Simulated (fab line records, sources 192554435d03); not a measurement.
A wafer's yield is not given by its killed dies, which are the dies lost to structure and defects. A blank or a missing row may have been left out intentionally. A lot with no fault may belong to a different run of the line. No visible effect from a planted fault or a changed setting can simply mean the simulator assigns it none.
The tool behind it: which one? + flow n5Finfet + Sampling: 12 lots, 36 wafers, 6 of 1938 route steps

WHAT THE GAUGES SHOWED, per wafer
N5_BEOL_M2_THK_MEAS_53: measures by xrf.
| lot  | measured     | on           | M2_THK (nm)    |
|------|--------------|--------------|----------------|
| L075 | day 7 17:01  | filmMetro-02 | 40.8 37.2 42.2 |
| L077 | day 8 05:28  | filmMetro-01 | 38.8 36.5 40.6 |
| L080 | day 8 17:38  | filmMetro-02 | 40.1 41.1 40.1 |
| L081 | day 9 06:13  | filmMetro-01 | 38.7 38.1 39.5 |
| L083 | day 9 11:08  | filmMetro-01 | 37.3 37.7 36.3 |
| L085 | day 10 08:29 | filmMetro-02 | 38.6 37.3 37.1 |
| L087 | day 10 18:46 | filmMetro-02 | 39.4 38.3 41.8 |
| L088 | day 11 04:06 | filmMetro-01 | 37.0 36.2 37.6 |
| L091 | day 11 12:58 | filmMetro-01 | 36.2 40.2 40.8 |
| L093 | day 11 16:50 | filmMetro-02 | 39.0 42.6 37.9 |
| L094 | day 12 16:10 | filmMetro-01 | 40.2 38.4 39.2 |
| L097 | day 13 00:25 | filmMetro-01 | 39.5 40.9 38.0 |

WHAT TOOL EACH LOT RAN ON (gives the tool, then ch and the chambers of the sampled wafers, and finally the start)
| lot  | N5_BEOL_M2_ETCH_64                | N5_BEOL_M2_ANNEAL_80        | N5_BEOL_M2_ANNEAL_89        | N5_BEOL_M2_SPUTTER_94       | N5_BEOL_M2_ANNEAL_95        |
|------|-----------------------------------|-----------------------------|-----------------------------|-----------------------------|-----------------------------|
| L075 | rieDiel-02 ch 0,1, day 7 02:59    | pvdSputter-03, day 7 14:38  | pvdSputter-03, day 7 15:21  | pvdSputter-03, day 7 15:59  | pvdSputter-03, day 7 16:04  |
| L077 | rieDiel-05 ch 1,2,3, day 7 17:10  | pvdSputter-02, day 8 03:10  | pvdSputter-02, day 8 03:50  | pvdSputter-02, day 8 04:25  | pvdSputter-02, day 8 04:29  |
| L080 | rieDiel-01 ch 1,2, day 8 01:01    | pvdSputter-03, day 8 15:23  | pvdSputter-03, day 8 16:03  | pvdSputter-03, day 8 16:38  | pvdSputter-03, day 8 16:43  |
| L081 | rieDiel-01 ch 0,2,3, day 8 13:22  | pvdSputter-02, day 9 03:58  | pvdSputter-02, day 9 04:38  | pvdSputter-02, day 9 05:13  | pvdSputter-02, day 9 05:17  |
| L083 | rieDiel-02 ch 0,1,2, day 9 03:22  | pvdSputter-02, day 9 08:53  | pvdSputter-02, day 9 09:32  | pvdSputter-02, day 9 10:07  | pvdSputter-02, day 9 10:12  |
| L085 | rieDiel-05 ch 0,1,2, day 9 20:24  | pvdSputter-02, day 10 05:22 | pvdSputter-02, day 10 06:02 | pvdSputter-02, day 10 06:37 | pvdSputter-02, day 10 06:41 |
| L087 | rieDiel-02 ch 0,1, day 9 23:18    | pvdSputter-03, day 10 16:17 | pvdSputter-03, day 10 16:57 | pvdSputter-03, day 10 17:32 | pvdSputter-03, day 10 17:37 |
| L088 | rieDiel-01 ch 1,2, day 10 07:37   | pvdSputter-02, day 11 01:49 | pvdSputter-02, day 11 02:28 | pvdSputter-02, day 11 03:03 | pvdSputter-02, day 11 03:08 |
| L091 | rieDiel-05 ch 0,1,3, day 11 02:32 | pvdSputter-03, day 11 10:43 | pvdSputter-03, day 11 11:22 | pvdSputter-03, day 11 11:57 | pvdSputter-03, day 11 12:02 |
| L093 | rieDiel-02 ch 0,2, day 11 10:55   | pvdSputter-03, day 11 14:35 | pvdSputter-03, day 11 15:15 | pvdSputter-03, day 11 15:50 | pvdSputter-03, day 11 15:55 |
| L094 | rieDiel-01 ch 1,2,3, day 12 04:27 | pvdSputter-01, day 12 13:55 | pvdSputter-01, day 12 14:34 | pvdSputter-01, day 12 15:09 | pvdSputter-01, day 12 15:14 |
| L097 | rieDiel-01 ch 2,3, day 12 16:22   | pvdSputter-03, day 12 21:55 | pvdSputter-03, day 12 22:34 | pvdSputter-03, day 12 23:09 | pvdSputter-03, day 12 23:14 |
- N5_BEOL_M2_ETCH_64: etches SOC in N2/H2, target depth 75 nm, overetch 22.5 nm, time 121.9 s.
- N5_BEOL_M2_ANNEAL_80: time 240 s.
- N5_BEOL_M2_ANNEAL_89: time 240 s.
- N5_BEOL_M2_SPUTTER_94: material Cu, target thk 4.5 nm, time 8.29 s.
- N5_BEOL_M2_ANNEAL_95: time 240 s.

THE ANSWER, worked out from the rows above alone
Rule: usual is defined by the lots themselves. Put in order of their means at a reading, lots are off if they are a third of the lots or fewer, leave a main group of 4 or more, and stand apart from it by a gap of 3 or more times the standard deviation of the main group's means; of several such gaps the widest counts. The tables above print the reading to a certain number of digits; a main group whose means all agree to those digits is not used. A lot without any number at a reading at which 4 lots or more have one is off too. Any other lot the step has rows for is counted as sound.
No lot is off on any of the readings shown, so nothing can be concluded from this.

WHAT THE SIMULATOR HAD PUT IN
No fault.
